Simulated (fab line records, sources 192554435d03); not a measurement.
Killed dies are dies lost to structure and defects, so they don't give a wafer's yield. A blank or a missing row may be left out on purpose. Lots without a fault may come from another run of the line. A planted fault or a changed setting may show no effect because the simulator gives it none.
Chamber matching | flow n5_finfet | N5_FIN_CUT_CUT_ETCH_27 on rie_diel-01: 4 sister chambers
The step etches SiO2 in CHF3/O2, target depth 4 nm, overetch 2 nm, time 4.9 s. 30 wafers are shown with their chamber, then 12 later ones without.

WAFERS WITH THEIR CHAMBER
wafer  | chamber | showerhead_plenum_p_Torr (Torr) | drypump_motor_current_A (A) | rf_vpp_V (V)
L074.1 | 1       | 2.42                            | 5.9                         | 526
L074.2 | 0       | 2.50                            | 5.2                         | 511
L074.3 | 2       | 2.29                            | 6.1                         | 516
L076.3 | 3       | 2.37                            | 6.2                         | 540
L076.4 | 0       | 2.50                            | 5.2                         | 512
L076.6 | 1       | 2.42                            | 5.9                         | 525
L077.3 | 3       | 2.37                            | 6.2                         | 540
L077.4 | 0       | 2.50                            | 5.2                         | 513
L077.6 | 2       | 2.29                            | 6.0                         | 515
L078.2 | 2       | 2.28                            | 6.1                         | 517
L078.4 | 3       | 2.37                            | 6.2                         | 540
L078.5 | 0       | 2.50                            | 5.2                         | 511
L079.3 | 1       | 2.42                            | 5.8                         | 527
L079.4 | 2       | 2.28                            | 6.1                         | 517
L079.6 | 0       | 2.50                            | 5.2                         | 512
L084.1 | 3       | 2.36                            | 6.3                         | 541
L084.5 | 1       | 2.41                            | 5.9                         | 525
L084.6 | 0       | 2.49                            | 5.2                         | 513
L085.2 | 2       | 2.28                            | 6.1                         | 516
L085.4 | 3       | 2.36                            | 6.2                         | 541
L085.6 | 3       | 2.36                            | 6.2                         | 540
L086.1 | 1       | 2.41                            | 5.8                         | 524
L086.2 | 2       | 2.28                            | 6.1                         | 515
L086.4 | 3       | 2.36                            | 6.2                         | 540
L087.1 | 1       | 2.41                            | 5.8                         | 526
L087.2 | 2       | 2.28                            | 6.0                         | 517
L087.6 | 3       | 2.36                            | 6.2                         | 538
L088.2 | 2       | 2.28                            | 6.1                         | 517
L088.5 | 3       | 2.36                            | 6.2                         | 541
L088.6 | 0       | 2.49                            | 5.2                         | 513

SIGNATURES (means of the wafers above)
reading                  | chamber 0 | chamber 1 | chamber 2 | chamber 3 | scatter within a chamber
showerhead_plenum_p_Torr | 2.4971    | 2.4150    | 2.2825    | 2.3633    | 0.00497
drypump_motor_current_A  | 5.200     | 5.850     | 6.075     | 6.211     | 0.0387
rf_vpp_V                 | 512.14    | 525.50    | 516.25    | 540.11    | 0.935
Rule: a wafer's distance from a chamber is the root of the sum, over the readings, of the square of ((its reading less the chamber's mean) divided by the reading's scatter). The wafer belongs to the nearest chamber; if the next one is less than 2 further off, it can't be placed. The scatter: the root of (the sum of the squares of (reading less its chamber's mean) over the shown wafers, divided by (wafers less chambers)).

WAFERS WITHOUT THEIR CHAMBER
wafer  | showerhead_plenum_p_Torr (Torr) | drypump_motor_current_A (A) | rf_vpp_V (V)
L089.3 | 2.49                            | 5.2                         | 511
L089.4 | 2.28                            | 6.1                         | 514
L089.5 | 2.49                            | 5.2                         | 513
L091.1 | 2.28                            | 6.1                         | 515
L091.3 | 2.41                            | 5.8                         | 526
L091.4 | 2.36                            | 6.2                         | 540
L093.1 | 2.36                            | 6.2                         | 540
L093.2 | 2.28                            | 6.1                         | 515
L093.3 | 2.41                            | 5.8                         | 526
L095.2 | 2.36                            | 6.2                         | 539
L095.4 | 2.49                            | 5.2                         | 512
L095.5 | 2.36                            | 6.2                         | 541

WHICH CHAMBER EACH WENT THROUGH
wafer  | from the rows above | in truth
L089.3 | 0                   | 0
L089.4 | 2                   | 2
L089.5 | 0                   | 0
L091.1 | 2                   | 2
L091.3 | 1                   | 1
L091.4 | 3                   | 3
L093.1 | 3                   | 3
L093.2 | 2                   | 2
L093.3 | 1                   | 1
L095.2 | 3                   | 3
L095.4 | 0                   | 0
L095.5 | 3                   | 3
Placed correctly: 12 of 12. Can't be placed from these rows: 0. Placed wrongly: 0.
